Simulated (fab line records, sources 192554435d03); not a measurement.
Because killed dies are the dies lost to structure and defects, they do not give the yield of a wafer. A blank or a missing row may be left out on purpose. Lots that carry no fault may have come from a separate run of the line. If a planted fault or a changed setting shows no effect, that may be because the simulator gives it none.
A lot that was struck, set against a sound lot -- flow n5 finfet -- 16 out of 1938 route steps
Sound: these wafers, L854.1, L854.3, L854.6. Struck: wafer L863.6 (left out: L863.2, a lot-mate that was not struck); the cause follows at the end.
At each step with rows: each side's tool, then ch and its chambers, then its first start. Under that, the readings that differ: sound wafers -- struck wafers -- difference of the means -- sigmas: that difference in standard deviations of wafers without a fault.
alike: same words and numbers on both sides, and readings whose means sit less than 2 such deviations apart. not compared: any withheld reading, any reading some wafer has no value for, any bound like >300 that may hide the same value, and any number with overlapping values for which the record gives no deviation.
A row with sigmas, a row that says differs or no value, or rows on one side alone: a step with any of these is where the two part. Numbers that have no deviation but don't overlap get no sigmas and don't part them. Lack of a reading on every wafer of one side parts them only where that side has two or more wafers.

first, 1 step without rows for these wafers: N5_HKMG_FIN_STRIP_34 (strips in CF4).
N5_HKMG_FIN_ETCH_35: etches SOC in N2/H2, target depth 215.8 nm, time 243.4 s.
  sound on rie diel-01 ch 0,1,2, day 5 00:16; struck on rie diel-06 ch 0, day 7 01:46
  alike: drypump motor current A, oes product au, rf vpp V, showerhead plenum p Torr, throttle valve pct
  not compared: rf hours counter h
N5_HKMG_FIN_STRIP_92: strips SOC in N2/H2, time 20 s.
  sound on rie diel-01 ch 0,1,2, day 5 00:25; struck on rie diel-06 ch 0, day 7 01:55
reading,sound,struck,difference,sigmas
rf vpp V (V),53.6 54.5 54.2,55.9,+1.8,+2
  alike: drypump motor current A, oes product au, showerhead plenum p Torr, throttle valve pct
  not compared: rf hours counter h
then, 4 steps without rows for these wafers: N5_HKMG_FIN_WET_ETCH_18 (etches TiN in SC1, time 55 s, target depth 5.2 nm, rinse time 30 s); N5_HKMG_FIN_STRIP_19 (strips in N2/H2, time 360 s); N5_HKMG_FIN_ALD_91 (deposits TiN, target thk 1 nm, pulse time 1 s, purge time 3 s); N5_HKMG_FIN_COAT_85 (time 60 s, resist thk 300 nm).
N5_HKMG_FIN_ETCH_86: etches SOC in N2/H2, stops on TiN, target depth 393.2 nm.
  sound on rie diel-01 ch 1,2,3, day 5 01:17; struck on rie diel-01 ch 3, day 7 02:50
  alike: drypump motor current A, oes product au, rf vpp V, showerhead plenum p Torr, throttle valve pct
  not compared: rf hours counter h
then, 2 steps without rows for these wafers: N5_HKMG_FIN_STRIP_89 (strips SOC in N2/H2, time 20 s); N5_HKMG_FIN_WET_ETCH_87 (etches TiN in SC1, time 154.2 s, target depth 4.7 nm, rinse time 30 s).
N5_HKMG_FIN_STRIP_88: strips in N2/H2, time 360 s.
  sound on plasma asher-01 ch 1, day 5 01:32; struck on plasma asher-02 ch 0, day 7 03:05
reading,sound,struck,difference,sigmas
drypump motor current A (A),5.85 5.86 5.85,5.34,-0.51,-2
  alike: heater power w
  not compared: rf hours counter h
N5_HKMG_FIN_NWFM_ALD_20: deposits TiAlC, target thk 2 nm, pulse time 3 s, purge time 2 s.
  sound on ald metal-02 ch 1,2,3, day 5 01:55; struck on ald metal-01 ch 1, day 7 03:28
  alike: heater power w, precursor pulse height rel
  not compared: ald cycles
N5_HKMG_FIN_ALD_71: deposits TiN, target thk 1 nm, pulse time 1 s, purge time 3 s.
  sound on ald metal-02 ch 1,2,3, day 5 02:01; struck on ald metal-01 ch 1, day 7 03:34
reading,sound,struck,difference,sigmas
ald cycles,47 47 47,42,-5,
  alike: heater power w, precursor pulse height rel
then, 1 step without rows for these wafers: N5_HKMG_FIN_COAT_66 (time 60 s, resist thk 300 nm).
-- record jumps: 4 days separate the struck wafers' starts on either side; left off in module HKMG_FIN, taken up again in module BEOL_M4, whose first shown step is the route's number 1111 --
N5_BEOL_M4_RC_MEAS_101:
  sound on prober-02 ch 0, day 9 02:58; struck on prober-01 ch 0, day 11 08:14
  alike: DIBL_N, DIBL_P, IOFF_N, IOFF_P, ION_N, ION_P, SS_N, SS_P, VT_N, VT_P
-- a jump in the record: the struck wafers' starts before and after are 5 days apart (it breaks off in module BEOL_M4 and resumes in module PASSIVATION, where the first step shown is number 1936 of the route) --
N5_PASSIVATION_PROBE_49:
  sound: prober-01 at day 13 15:29; struck: prober-02 at day 15 21:29
  alike: defect limited yield, killed_at_M0_to_M3, killed_at_M4_up, killed at contacts, killed at front end, killed at other, killed dies, killed on rim, killed open, killed short, sort_bin_5_function, sort_bin_6_memory, sort n pass, sort yield pct

WHERE THEY PART
At N5_HKMG_FIN_STRIP_92 first; at N5_HKMG_FIN_STRIP_88 last (within this record only). Later steps at which nothing parts them and some readings are alike: N5_HKMG_FIN_NWFM_ALD_20, N5_HKMG_FIN_ALD_71, N5_BEOL_M4_RC_MEAS_101, N5_PASSIVATION_PROBE_49.

WHY: what the simulator had put in
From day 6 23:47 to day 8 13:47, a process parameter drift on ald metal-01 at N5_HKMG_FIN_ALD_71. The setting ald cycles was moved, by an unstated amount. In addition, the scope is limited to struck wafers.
